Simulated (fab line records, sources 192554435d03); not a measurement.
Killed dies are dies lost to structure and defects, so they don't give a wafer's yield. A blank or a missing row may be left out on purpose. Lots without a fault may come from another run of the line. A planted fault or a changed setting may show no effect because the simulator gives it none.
fab line records | flow n5_finfet
record lots=9 wafers=27 last_day=18
route steps=1938 shown BEOL_M4@1111 BEOL_M12@1616 PASSIVATION@1936
lots that met no fault: from a run of the same line without faults
start_h: hours from the record's first day to the start of the lot's first wafer shown | wait_h: hours since the lot's step before | " the same as in the row above | L1.1+2: a row that stands for several wafers | - no value, or no start given | * or withheld: withheld | < > ~ a bound
route shown NAME@n: a module of which the file shows steps, and the number in the route of the first | usual: mean/standard deviation of fault-free wafers | same: alike in all rows | chamber/n: place in a boat | sites: the reading at each site | _std_site: their standard deviation | _edge_site: outer sites' mean less inner sites' | radius_mm: how far each site lies from the wafer's centre | mask NAME#n: copy n | behind: the tool/chamber that last shaped the wafer | hold: why the lot was held/for how many hours/how that ended | device: the transistor (n, p or np) that didn't switch | end of line: the same wafers' tests at the end of the route | a step without rows: its recipe alone | killed: dies lost to structure and defects at the first sort, not the wafer's yield | map: a wafer's dies, x killed, . not, _ none there
set.NAME: the setting as run; set.NAME@STEP: as run at that earlier step | model.NAME: the simulator's own value behind a step, which no gauge read
steps of the route over a sample of lots; a table a step, a row a wafer
services: from which hour (start_h, from the record's first day; less than 0 if before it) a tool's chamber was out of use, for how many hours, and why
## steps
# step N5_BEOL_M4_RC_MEAS_101
# usual DIBL_N=37.1/2.4 DIBL_P=37/3 IOFF_N=0.18/0.053 IOFF_P=0.21/0.05 ION_N=674/14 ION_P=459/9.2 SS_N=72.1/0.9 SS_P=73.4/0.89 VT_N=250/3.8 VT_P=-251/3.7
# columns lot.wafer tool chamber start_h wait_h DIBL_N[mV/V] DIBL_P[mV/V] IOFF_N[nA/um] IOFF_P[nA/um] ION_N[uA/um] ION_P[uA/um] SS_N[mV/dec] SS_P[mV/dec] VT_N[mV] VT_P[mV]
L459.1 prober-02 0 179.75 0.0 39.7 42 0.23 0.30 684 470 72.4 74.6 245 -248
L459.4 " 0 " " 38.3 39 0.19 0.22 667 455 71.9 73.9 249 -253
L459.5 " 0 " " 39.1 41 0.21 0.27 673 467 72.2 74.2 245 -248
L460.3 prober-01 0 182.98 0.3 39.5 40 0.21 0.29 680 466 72.7 74.0 248 -246
L460.4 " 0 " " 36.7 37 0.15 0.22 671 461 71.6 73.3 251 -251
L460.6 " 0 " " 34.4 33 0.13 0.17 654 450 71.9 71.9 255 -253
L467.1 prober-01 0 232.04 0.0 33.4 31 0.11 0.15 663 456 70.8 72.4 256 -254
L467.2 " 0 " " 39.3 38 0.22 0.24 685 465 72.2 73.3 247 -249
L467.3 " 0 " " 36.0 34 0.14 0.18 661 443 71.0 72.4 254 -253
L469.2 prober-02 0 234.89 0.2 37.4 35 0.20 0.18 679 453 72.4 73.6 248 -253
L469.3 " 0 " " 37.3 39 0.17 0.22 670 455 71.4 74.0 251 -252
L469.4 " 0 " " 38.5 39 0.20 0.22 672 449 73.4 74.6 250 -251
L472.2 prober-01 0 257.38 0.2 36.5 37 0.16 0.22 682 466 73.1 73.8 251 -248
L472.3 " 0 " " 35.9 36 0.17 0.22 676 465 71.8 73.9 247 -249
L472.6 " 0 " " 35.7 37 0.17 0.23 678 473 71.9 73.6 250 -249
L474.3 prober-01 0 277.27 0.3 44.3 45 0.39 0.41 708 473 74.5 75.2 243 -240
L474.4 " 0 " " 36.7 35 0.17 0.20 664 453 71.5 73.1 250 -250
L474.5 " 0 " " 38.2 38 0.19 0.24 671 458 71.8 73.4 249 -250
L476.2 prober-02 0 282.61 0.2 32.8 32 0.11 0.16 661 456 70.1 71.6 256 -254
L476.4 " 0 " " 36.2 36 0.17 0.23 673 466 71.6 73.3 248 -248
L476.5 " 0 " " 34.8 32 0.13 0.18 665 460 71.4 72.0 254 -251
L479.2 prober-02 0 288.24 0.2 41.6 41 0.28 0.27 683 463 73.6 75.0 243 -248
L479.3 " 0 " " 35.2 35 0.14 0.17 651 446 71.9 72.9 255 -255
L479.6 " 0 " " 39.3 38 0.24 0.23 682 461 73.2 74.9 247 -251
L482.1 prober-01 0 312.45 0.0 34.9 35 0.13 0.16 662 456 71.0 73.0 254 -253
L482.2 " 0 " " 37.6 38 0.16 0.19 662 448 71.7 73.5 254 -253
L482.4 " 0 " " 37.8 39 0.19 0.22 681 460 71.8 73.7 249 -252
# step N5_BEOL_M12_ETCH_59
# recipe chemistry=N2/H2 target=BARC target_depth_a=890 overetch_a=267 time_s=67.9 ion_energy_ev=200 pressure_mtorr=30 source_w=840 bias_w=150 n2_flow_sccm=200 h2_flow_sccm=200
# usual bias_w=150.0/0.47 chamber_pressure_mTorr=30.004/0.026 drypump_motor_current_A=5.6/0.53 oes_product_au=0.70/0.057 rf_vpp_V=523.7/2.5 showerhead_plenum_p_Torr=2.54/0.079 throttle_valve_pct=17.74/0.26
# columns lot.wafer tool chamber start_h wait_h bias_w chamber_pressure_mTorr drypump_motor_current_A oes_product_au rf_hours_counter_h rf_vpp_V showerhead_plenum_p_Torr throttle_valve_pct
L460.3 rie_diel-06 2 250.60 0.0 150.3 29.994 6.4 0.73 56 528.2 2.69 17.56
L460.4 " 3 " " 150.0 30.006 5.7 0.78 24 522.2 2.46 17.25
L460.6 " 3 " " 149.1 29.975 5.7 0.77 - 523.9 2.46 17.24
L459.1 rie_diel-05 0 252.36 0.0 149.9 30.038 5.5 0.67 133 521.9 2.46 17.95
L459.4 " 3 " " 150.5 30.030 5.7 0.76 36 521.7 2.49 18.07
L459.5 " 2 " " 149.1 29.982 6.5 0.73 - 526.9 2.69 17.80
L467.1 rie_diel-02 0 296.37 0.0 149.7 29.989 5.5 0.64 173 523.4 2.55 17.93
L467.2 " 1 " " 150.4 29.997 5.3 0.62 213 523.7 2.52 17.84
L467.3 " 2 " " 149.9 29.995 4.7 0.65 163 527.1 2.62 17.42
L469.2 rie_diel-06 3 303.10 0.0 150.3 30.044 5.7 0.74 43 522.1 2.45 17.30
L469.3 " 2 " " 149.1 29.991 6.4 0.70 76 529.4 2.68 17.60
L469.4 " 0 " " 150.1 30.046 4.8 0.69 93 522.0 2.48 18.04
L472.2 rie_diel-02 1 315.81 0.0 149.8 30.027 5.3 0.60 222 521.1 2.51 17.84
L472.3 " 2 " " 149.9 30.003 4.7 0.64 173 525.7 2.62 17.43
L472.6 " 2 " " 149.3 30.002 4.7 0.64 - 527.2 2.62 17.43
L479.2 rie_diel-02 3 353.21 0.0 150.6 30.013 6.5 0.79 11 521.6 2.50 17.64
L479.3 " 0 " " 150.1 30.014 5.5 0.63 197 524.1 2.54 17.97
L479.6 " 0 " " 149.9 29.959 5.5 0.63 - 521.8 2.54 17.97
L476.2 rie_diel-02 2 353.54 0.0 150.0 30.017 4.8 0.63 187 526.0 2.61 17.45
L476.4 " 0 " " 150.1 30.028 5.5 0.62 197 524.6 2.54 17.96
L476.5 " 1 " " 150.4 30.005 5.3 0.60 - 523.9 2.51 17.87
L474.3 rie_diel-05 2 353.78 0.0 151.0 29.994 6.4 0.69 95 527.2 2.67 17.85
L474.4 " 0 " " 150.9 29.978 5.5 0.64 163 521.4 2.45 17.98
L474.5 " 3 " " 150.4 30.012 5.7 0.70 - 521.5 2.47 18.16
L482.1 rie_diel-05 1 383.32 0.0 149.0 29.988 5.4 0.74 53 520.9 2.47 17.60
L482.2 " 2 " " 150.1 30.003 6.5 0.68 104 527.6 2.67 17.88
L482.4 " 0 " " 150.6 29.984 5.5 0.64 171 520.4 2.45 18.00
# step N5_BEOL_M12_STRIP_63
# recipe chemistry=N2/H2 power_w=1000 temp_c=250 h2_frac=0.65 overash_fraction=0.3 pressure_mtorr=1000 n2_flow_sccm=1750 h2_flow_sccm=3250
# usual drypump_motor_current_A=5.7/0.52 heater_power_w=330/40 oes_product_au=0.694/0.0046 strip_time_to_endpoint_s=42.8/1.1
# columns lot.wafer tool chamber start_h wait_h drypump_motor_current_A heater_power_w oes_product_au rf_hours_counter_h strip_time_to_endpoint_s
L460.3 plasma_asher-02 1 250.87 - 6.1 391 0.689 - 41.9
L460.4 " 0 " " 4.9 284 0.699 - 43.1
L460.6 " 0 " " 4.9 296 0.697 - 41.8
L459.1 plasma_asher-02 0 252.62 - 4.9 286 0.683 115 43.0
L459.4 " 1 " " 6.1 387 0.685 - 43.9
L459.5 " 1 " " 6.1 387 0.699 - 43.7
L467.1 plasma_asher-02 1 296.62 - 6.1 387 0.693 124 41.8
L467.2 " 0 " " 4.9 296 0.692 124 43.5
L467.3 " 0 " " 4.9 290 0.693 - 42.2
L469.2 plasma_asher-01 0 303.35 - 6.2 297 0.692 86 44.9
L469.3 " 0 " " 6.3 307 0.699 - 43.7
L469.4 " 1 " " 5.8 335 0.693 - 43.4
L472.2 plasma_asher-01 1 316.07 - 5.8 322 0.692 88 42.5
L472.3 " 0 " " 6.2 305 0.691 - 42.7
L472.6 " 0 " " 6.2 303 0.700 - 42.5
L479.2 plasma_asher-01 0 353.46 - 6.2 301 0.698 96 42.8
L479.3 " 1 " " 5.9 337 0.688 - 41.9
L479.6 " 1 " " 5.8 330 0.696 - 41.8
L476.2 plasma_asher-01 0 353.80 - 6.2 306 0.692 96 43.8
L476.4 " 0 " " 6.2 306 0.694 - 41.8
L476.5 " 1 " " 5.9 330 0.697 - 43.2
L474.3 plasma_asher-02 1 354.06 - 6.1 394 0.697 - 44.2
L474.4 " 0 " " 4.9 289 0.696 - 42.5
L474.5 " 0 " " 4.9 286 0.696 - 42.6
L482.1 plasma_asher-02 0 383.57 - 4.9 286 0.696 143 43.0
L482.2 " 1 " " 6.0 392 0.706 143 46.9
L482.4 " 1 " " 6.1 389 0.698 - 43.5
# step N5_BEOL_M12_ETCH_68
# recipe chemistry=N2/H2 target=SOC mask_material=SiARC source_w=3000 bias_w=350 temp_c=40 time_s=285 ion_energy_ev=200 pressure_mtorr=30 n2_flow_sccm=200 h2_flow_sccm=200
# usual bias_w=350.0/1 chamber_pressure_mTorr=30.00/0.03 drypump_motor_current_A=5.6/0.55 oes_product_au=0.82/0.073 rf_vpp_V=524.0/2.5 showerhead_plenum_p_Torr=2.55/0.08 throttle_valve_pct=17.61/0.25
# columns lot.wafer tool chamber start_h wait_h bias_w chamber_pressure_mTorr drypump_motor_current_A oes_product_au rf_hours_counter_h rf_vpp_V showerhead_plenum_p_Torr throttle_valve_pct
L460.3 rie_diel-06 2 251.66 0.1 349.7 30.01 6.4 0.86 57 527.9 2.69 17.46
L460.4 " 0 " " 350.2 29.98 4.8 0.83 81 519.7 2.49 17.92
L460.6 " 3 " " 352.0 29.98 5.7 0.90 - 522.3 2.46 17.13
L459.1 rie_diel-05 2 253.64 0.1 351.8 30.00 6.5 0.86 56 527.9 2.69 17.67
L459.4 " 0 " " 348.9 29.99 5.5 0.78 134 520.3 2.46 17.85
L459.5 " 1 " " 349.8 30.04 5.4 0.97 - 522.9 2.49 17.42
L467.1 rie_diel-02 2 297.76 0.1 351.0 30.02 4.7 0.74 164 526.6 2.62 17.34
L467.2 " 0 " " 350.8 29.99 5.5 0.76 174 524.1 2.55 17.80
L467.3 " 1 " " 349.7 29.99 5.3 0.72 214 522.5 2.51 17.72
L469.2 rie_diel-02 0 304.15 0.1 351.0 30.03 5.5 0.75 177 524.9 2.55 17.82
L469.3 " 2 " " 349.2 30.02 4.7 0.74 167 525.6 2.62 17.32
L469.4 " 2 " " 351.1 30.01 4.7 0.74 - 527.4 2.62 17.32
L472.2 rie_diel-05 3 316.91 0.1 349.6 30.00 5.7 0.85 60 522.4 2.48 18.00
L472.3 " 0 " " 351.1 30.03 5.5 0.75 154 519.9 2.45 17.89
L472.6 " 2 " " 348.5 30.05 6.5 0.82 - 527.7 2.68 17.71
L479.2 rie_diel-05 0 354.39 0.1 - - - - - - - -
L479.3 " 1 " " - - - - - - - -
L479.6 " 3 " " - - - - - - - -
L476.2 rie_diel-06 1 354.78 0.1 - - - - - - - -
L476.4 " 3 " " - - - - - - - -
L476.5 " 1 " " - - - - - - - -
L474.3 rie_diel-05 1 355.05 0.1 - - - - - - - -
L474.4 " 3 " " - - - - - - - -
L474.5 " 2 " " - - - - - - - -
L482.1 rie_diel-06 1 384.50 0.1 349.2 29.98 5.6 0.83 62 523.2 2.55 17.46
L482.2 " 2 " " 350.8 29.98 6.4 0.80 105 526.8 2.66 17.56
L482.4 " 3 " " 349.4 30.04 5.7 0.83 71 520.7 2.44 17.21
# step N5_BEOL_M12_DEGAS_41
# recipe ambient=vacuum temp_c=250 time_s=60
# usual heater_power_w=326/35
# columns lot.wafer tool chamber start_h wait_h heater_power_w
L460.3 pvd_sputter-02 - 252.58 0.2 328
L460.4 " - " " 312
L460.6 " - " " 313
L459.1 pvd_sputter-02 - 258.98 0.3 360
L459.4 " - " " 288
L459.5 " - " " 359
L467.1 pvd_sputter-01 - 300.20 1.7 320
L467.2 " - " " 415
L467.3 " - " " 301
L469.2 pvd_sputter-01 - 305.72 0.3 316
L469.3 " - " " 408
L469.4 " - " " 309
L472.2 pvd_sputter-02 - 320.30 0.1 288
L472.3 " - " " 312
L472.6 " - " " 316
L479.2 pvd_sputter-03 - 358.09 0.6 367
L479.3 " - " " 299
L479.6 " - " " 308
L476.2 pvd_sputter-03 - 358.57 0.2 309
L476.4 " - " " 358
L476.5 " - " " 314
L474.3 pvd_sputter-02 - 358.93 0.3 358
L474.4 " - " " 278
L474.5 " - " " 365
L482.1 pvd_sputter-01 - 386.31 0.4 328
L482.2 " - " " 388
L482.4 " - " " 299
# step N5_PASSIVATION_PROBE_49
# usual defect_limited_yield=91.6/1.4 killed_at_M0_to_M3=32/9.5 killed_at_M4_up=13/6 killed_at_contacts=12/5.6 killed_at_front_end=39/11 killed_at_other=2.8/2.3 killed_dies=99/16 killed_on_rim=12/3.4 killed_open=65/12 killed_short=32/7.6 sort_bin_5_function=4.8/0.88 sort_bin_6_memory=3.2/0.65 sort_n_pass=1077/29 sort_yield_pct=91.2/2.5
# same gross_dies=1180 killed_at_back_side=0 sort_bin_4_leakage[%]=0 sort_bin_8_speed[%]=0
# columns lot.wafer tool chamber start_h wait_h defect_limited_yield[%] killed_at_M0_to_M3 killed_at_M4_up killed_at_contacts killed_at_front_end killed_at_other killed_dies killed_on_rim killed_open killed_short sort_bin_5_function[%] sort_bin_6_memory[%] sort_n_pass sort_yield_pct[%]
L460.3 prober-01 - 287.07 0.1 93.0 23 12 3 45 0 83 12 59 24 3.6 3.0 1097 93.0
L460.4 prober-01 - 287.12 0.2 90.2 42 9 6 59 0 116 13 86 29 5.9 3.8 1064 90.2
L460.6 prober-01 - 287.22 0.3 90.2 46 15 9 45 1 116 22 78 38 4.9 4.7 1064 90.2
L459.1 prober-02 - 299.46 0.0 90.2 44 13 20 37 2 116 13 79 36 5.8 3.7 1064 90.2
L459.4 prober-02 - 299.61 0.2 90.0 27 9 15 64 3 118 16 77 40 5.9 4.0 1062 90.0
L459.5 prober-02 - 299.66 0.2 91.0 51 10 11 33 1 106 18 54 50 5.7 3.1 1074 91.0
L467.1 prober-02 - 333.58 0.0 87.7 36 12 25 70 2 145 17 84 60 7.8 3.8 1035 87.7
L467.2 prober-02 - 333.63 0.1 90.2 32 19 25 35 5 116 15 78 38 5.9 3.7 1064 90.2
L467.3 prober-02 - 333.68 0.1 92.9 25 7 16 30 6 84 17 52 29 4.0 3.0 1096 92.9
L469.2 prober-02 - 343.54 0.1 91.0 28 14 12 49 3 106 11 69 37 4.8 3.7 1074 91.0
L469.3 prober-02 - 343.59 0.1 91.3 24 9 14 51 5 103 14 76 27 4.9 3.3 1077 91.3
L469.4 prober-02 - 343.64 0.2 91.2 44 11 6 38 5 104 18 72 32 5.2 3.3 1076 91.2
L472.2 prober-02 - 359.65 0.1 91.6 24 17 7 45 6 99 13 58 38 4.5 3.6 1081 91.6
L472.3 prober-02 - 359.70 0.1 89.9 36 22 8 46 7 119 14 72 44 6.4 3.3 1061 89.9
L472.6 prober-02 - 359.85 0.3 92.2 27 16 8 37 4 92 12 65 27 4.7 2.6 1088 92.2
L479.2 prober-01 - 394.98 0.1 0 54 1069 8 48 1 1180 152 76 41 95.3 4.3 0 0
L479.3 prober-01 - 395.03 0.1 0 29 1083 15 51 2 1180 152 72 39 95.9 3.4 0 0
L479.6 prober-01 - 395.18 0.3 0 31 1070 13 60 6 1180 152 83 41 95.8 3.8 0 0
L476.2 prober-02 - 397.35 0.7 0 37 1099 17 25 2 1180 152 59 29 96.9 2.8 0 0
L476.4 prober-02 - 397.45 0.8 0 33 1092 5 50 0 1180 152 65 42 96.0 3.1 0 0
L476.5 prober-02 - 397.50 0.8 0 45 1080 12 42 1 1180 152 68 38 96.9 2.9 0 0
L474.3 prober-02 - 398.63 0.1 0 36 1112 5 27 0 1180 152 51 29 97.4 2.2 0 0
L474.4 prober-02 - 398.68 0.2 0 57 1075 19 29 0 1180 152 68 42 95.9 3.8 0 0
L474.5 prober-02 - 398.73 0.2 0 31 1099 19 30 1 1180 152 66 29 96.5 3.3 0 0
# killed by level:class
L460.3 FIN_SAQP:geometric_particle:short=12 FIN_SAQP:geometric_particle:open=9 STI_FIN_REVEAL:geometric_particle:open=8 BEOL_M2:geometric_particle:open=7 STARTING-WAFER:geometric_particle:open=7 BEOL_M3:geometric_particle:open=7 BEOL_M0_SAQP:geometric_particle:open=4 BEOL_M4:geometric_particle:open=4
L460.4 STI_FIN_REVEAL:geometric_particle:open=25 BEOL_M2:geometric_particle:open=15 FIN_SAQP:geometric_particle:short=10 FIN_SAQP:geometric_particle:open=9 BEOL_M3:geometric_particle:open=9 DUMMY_GATE:geometric_particle:open=4 MOL_CONTACT_COAG:geometric_particle:open=4 BEOL_M0_SAQP:geometric_particle:open=4
L460.6 BEOL_M0_SAQP:geometric_particle:short=14 FIN_SAQP:geometric_particle:open=11 STI_FIN_REVEAL:geometric_particle:open=10 BEOL_M0_SAQP:geometric_particle:open=10 MOL_CONTACT_COAG:geometric_particle:open=7 FIN_SAQP:geometric_particle:short=6 BEOL_M3:geometric_particle:open=6 BEOL_M2:geometric_particle:open=5
L459.1 MOL_CONTACT_COAG:geometric_particle:open=17 BEOL_M0_SAQP:geometric_particle:short=12 BEOL_M2:geometric_particle:open=11 FIN_SAQP:geometric_particle:open=10 DUMMY_GATE:geometric_particle:open=10 BEOL_M0_SAQP:geometric_particle:open=6 BEOL_M5:geometric_particle:open=5 BEOL_M3:geometric_particle:open=5
L459.4 STI_FIN_REVEAL:geometric_particle:open=20 MOL_CONTACT_COAG:geometric_particle:open=14 FIN_SAQP:geometric_particle:open=11 GATE_CUT:geometric_particle:short=7 BEOL_M1:geometric_particle:short=6 DUMMY_GATE:geometric_particle:open=5 ILD0:geometric_particle:short=5 BEOL_M0_SAQP:geometric_particle:open=5
L459.5 BEOL_M0_SAQP:geometric_particle:short=22 BEOL_M0_SAQP:geometric_particle:open=16 FIN_SAQP:geometric_particle:short=10 MOL_CONTACT_COAG:geometric_particle:open=8 BEOL_M1:geometric_particle:short=8 STARTING-WAFER:geometric_particle:open=5 FIN_SAQP:geometric_particle:open=4 STI_FIN_REVEAL:geometric_particle:open=3
L467.1 FIN_SAQP:geometric_particle:open=23 FIN_SAQP:geometric_particle:short=13 MOL_CONTACT_COAG:geometric_particle:open=13 MOL_CONTACT_COAG:geometric_particle:short=12 BEOL_M3:geometric_particle:open=9 GATE_CUT:geometric_particle:short=8 BEOL_M0_SAQP:geometric_particle:short=8 BEOL_M4:geometric_particle:open=7
L467.2 MOL_CONTACT_COAG:geometric_particle:open=19 FIN_SAQP:geometric_particle:short=8 BEOL_M3:geometric_particle:open=8 BEOL_M2:geometric_particle:open=7 MOL_CONTACT_COAG:geometric_particle:short=6 BEOL_M0_SAQP:geometric_particle:open=6 DUMMY_GATE:geometric_particle:open=5 BEOL_M4:geometric_particle:open=5
L467.3 MOL_CONTACT_COAG:geometric_particle:open=13 FIN_SAQP:geometric_particle:short=7 FIN_SAQP:geometric_particle:open=6 BEOL_M3:geometric_particle:open=6 STI_FIN_REVEAL:geometric_particle:open=5 BEOL_M0_SAQP:geometric_particle:open=4 MOL_CONTACT_COAG:geometric_particle:short=3 BEOL_M2:geometric_particle:open=3
L469.2 FIN_SAQP:geometric_particle:open=16 FIN_SAQP:geometric_particle:short=10 MOL_CONTACT_COAG:geometric_particle:open=10 BEOL_M2:geometric_particle:open=8 BEOL_M3:geometric_particle:open=7 STI_FIN_REVEAL:geometric_particle:open=6 BEOL_M4:geometric_particle:open=5 BEOL_M0_SAQP:geometric_particle:short=4
L469.3 FIN_SAQP:geometric_particle:open=16 STI_FIN_REVEAL:geometric_particle:open=14 MOL_CONTACT_COAG:geometric_particle:open=11 BEOL_M1:geometric_particle:open=6 FIN_SAQP:geometric_particle:short=5 BEOL_M0_SAQP:geometric_particle:open=5 STARTING-WAFER:geometric_particle:open=5 STI_FIN_REVEAL:geometric_particle:short=4
L469.4 BEOL_M2:geometric_particle:open=14 BEOL_M1:geometric_particle:open=13 FIN_SAQP:geometric_particle:open=11 FIN_SAQP:geometric_particle:short=7 MOL_CONTACT_COAG:geometric_particle:open=5 STARTING-WAFER:geometric_particle:short=5 STI_FIN_REVEAL:geometric_particle:open=4 BEOL_M0_SAQP:geometric_particle:short=4
L472.2 FIN_SAQP:geometric_particle:short=11 FIN_SAQP:geometric_particle:open=7 BEOL_M2:geometric_particle:open=7 STI_FIN_REVEAL:geometric_particle:open=6 MOL_CONTACT_COAG:geometric_particle:open=6 BEOL_M5:geometric_particle:open=6 ILD0:geometric_particle:short=5 BEOL_M0_SAQP:geometric_particle:open=5
L472.3 FIN_SAQP:geometric_particle:short=9 FIN_SAQP:geometric_particle:open=9 STI_FIN_REVEAL:geometric_particle:open=8 BEOL_M4:geometric_particle:open=8 MOL_CONTACT_COAG:geometric_particle:open=6 BEOL_M0_SAQP:geometric_particle:short=6 BEOL_M3:geometric_particle:open=5 DUMMY_GATE:geometric_particle:open=5
L472.6 BEOL_M2:geometric_particle:open=9 MOL_CONTACT_COAG:geometric_particle:open=8 STI_FIN_REVEAL:geometric_particle:open=6 BEOL_M0_SAQP:geometric_particle:short=6 BEOL_M0_SAQP:geometric_particle:open=6 DUMMY_GATE:geometric_particle:open=5 BEOL_M5:geometric_particle:open=5 FIN_SAQP:geometric_particle:short=4
L479.2 BEOL_M12:area_etch=1063 FIN_SAQP:geometric_particle:open=18 BEOL_M1:geometric_particle:short=16 BEOL_M1:geometric_particle:open=14 BEOL_M2:geometric_particle:open=9 FIN_SAQP:geometric_particle:short=7 MOL_CONTACT_COAG:geometric_particle:open=7 BEOL_M0_SAQP:geometric_particle:open=6
L479.3 BEOL_M12:area_etch=1068 FIN_SAQP:geometric_particle:short=13 FIN_SAQP:geometric_particle:open=12 MOL_CONTACT_COAG:geometric_particle:open=12 DUMMY_GATE:geometric_particle:open=7 BEOL_M2:geometric_particle:open=7 STI_FIN_REVEAL:geometric_particle:open=6 BEOL_M0_SAQP:geometric_particle:open=5
L479.6 BEOL_M12:area_etch=1056 FIN_SAQP:geometric_particle:open=14 FIN_SAQP:geometric_particle:short=11 MOL_CONTACT_COAG:geometric_particle:open=11 DUMMY_GATE:geometric_particle:open=10 STI_FIN_REVEAL:geometric_particle:open=9 BEOL_M5:geometric_particle:open=7 BEOL_M2:geometric_particle:open=6
L476.2 BEOL_M12:area_etch=1092 MOL_CONTACT_COAG:geometric_particle:open=13 BEOL_M0_SAQP:geometric_particle:open=10 BEOL_M0_SAQP:geometric_particle:short=9 STI_FIN_REVEAL:geometric_particle:open=8 BEOL_M2:geometric_particle:open=7 MOL_CONTACT_COAG:geometric_particle:short=4 BEOL_M1:geometric_particle:open=4
L476.4 BEOL_M12:area_etch=1072 FIN_SAQP:geometric_particle:open=16 FIN_SAQP:geometric_particle:short=11 BEOL_M0_SAQP:geometric_particle:short=9 BEOL_M0_SAQP:geometric_particle:open=8 STI_FIN_REVEAL:geometric_particle:open=6 BEOL_M1:geometric_particle:open=5 BEOL_M2:geometric_particle:open=5
L476.5 BEOL_M12:area_etch=1074 FIN_SAQP:geometric_particle:open=12 BEOL_M0_SAQP:geometric_particle:open=12 BEOL_M0_SAQP:geometric_particle:short=12 BEOL_M1:geometric_particle:open=11 MOL_CONTACT_COAG:geometric_particle:open=10 FIN_SAQP:geometric_particle:short=9 BEOL_M2:geometric_particle:open=5
L474.3 BEOL_M12:area_etch=1100 BEOL_M0_SAQP:geometric_particle:open=12 FIN_SAQP:geometric_particle:short=8 BEOL_M0_SAQP:geometric_particle:short=7 MOL_CONTACT_COAG:geometric_particle:open=5 BEOL_M2:geometric_particle:open=5 BEOL_M8:geometric_particle:open=5 DUMMY_GATE:geometric_particle:open=3
L474.4 BEOL_M12:area_etch=1070 BEOL_M1:geometric_particle:open=15 MOL_CONTACT_COAG:geometric_particle:open=14 BEOL_M0_SAQP:geometric_particle:short=11 BEOL_M2:geometric_particle:open=9 FIN_SAQP:geometric_particle:short=8 BEOL_M0_SAQP:geometric_particle:open=8 STI_FIN_REVEAL:geometric_particle:open=7
L474.5 BEOL_M12:area_etch=1083 MOL_CONTACT_COAG:geometric_particle:open=14 BEOL_M0_SAQP:geometric_particle:open=9 STI_FIN_REVEAL:geometric_particle:open=7 BEOL_M0_SAQP:geometric_particle:short=7 FIN_SAQP:geometric_particle:short=6 BEOL_M3:geometric_particle:open=6 MOL_CONTACT_COAG:geometric_particle:short=5
## services
# columns tool chamber start_h hours kind
rie_diel-05 0 231.06 1.6 repair
rie_diel-06 - 236.71 0.9 repair
plasma_asher-02 - 241.83 5.6 repair
rie_diel-06 0 252.51 12.0 repair
rie_diel-02 3 262.99 5.7 repair
plasma_asher-02 - 269.70 2.1 repair
rie_diel-02 - 271.93 0.3 repair
plasma_asher-01 - 286.98 0.7 repair
rie_diel-05 0 291.72 5.4 repair
rie_diel-02 3 294.43 - clean
rie_diel-02 3 294.43 - consumable_replace:esc
rie_diel-02 3 294.43 - consumable_replace:focus_ring
rie_diel-02 3 294.43 26.6 scheduled_down
rie_diel-02 3 294.43 26.6 vent_cycle
rie_diel-06 0 295.00 3.9 repair
plasma_asher-01 - 296.98 0.4 repair
plasma_asher-02 - 319.34 0.4 repair
rie_diel-06 2 319.55 5.6 repair
rie_diel-05 0 340.89 8.1 repair
rie_diel-02 1 357.55 4.5 repair
pvd_sputter-03 - 366.39 1.0 repair
plasma_asher-01 - 372.99 5.5 repair
rie_diel-02 - 376.33 2.8 pm
## key
first_sign step=N5_BEOL_M12_ETCH_68 reading=tool_record direction=missing
effect step=N5_PASSIVATION_PROBE_49 reading=killed_at_M4_up direction=up sigmas=99+ usual=13 struck=1087
more_kills_born_at N5_BEOL_M12_ETCH_68@rie_diel-05=6440 N5_BEOL_M12_ETCH_68@rie_diel-06=3238
met_at N5_BEOL_M12_ETCH_68
struck_lots L474,L476,L479
later_rows_left_out L474.3,L474.4,L474.5,L476.2,L476.4,L476.5,L479.2,L479.3,L479.6
not_acting_at N5_BEOL_M12_ETCH_59,N5_BEOL_M12_STRIP_63,N5_BEOL_M12_DEGAS_41
onset_between 316.91 354.39
fault kind=skipped_step_whole tool=rie_diel-05,rie_diel-06 chamber=- onset_h=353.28 steps=N5_BEOL_M12_ETCH_68 scope=struck_lots_only
# later_rows_left_out: the simulator's readings of these wafers behind a module that went badly wrong aren't trusted and aren't shown, but for the sort
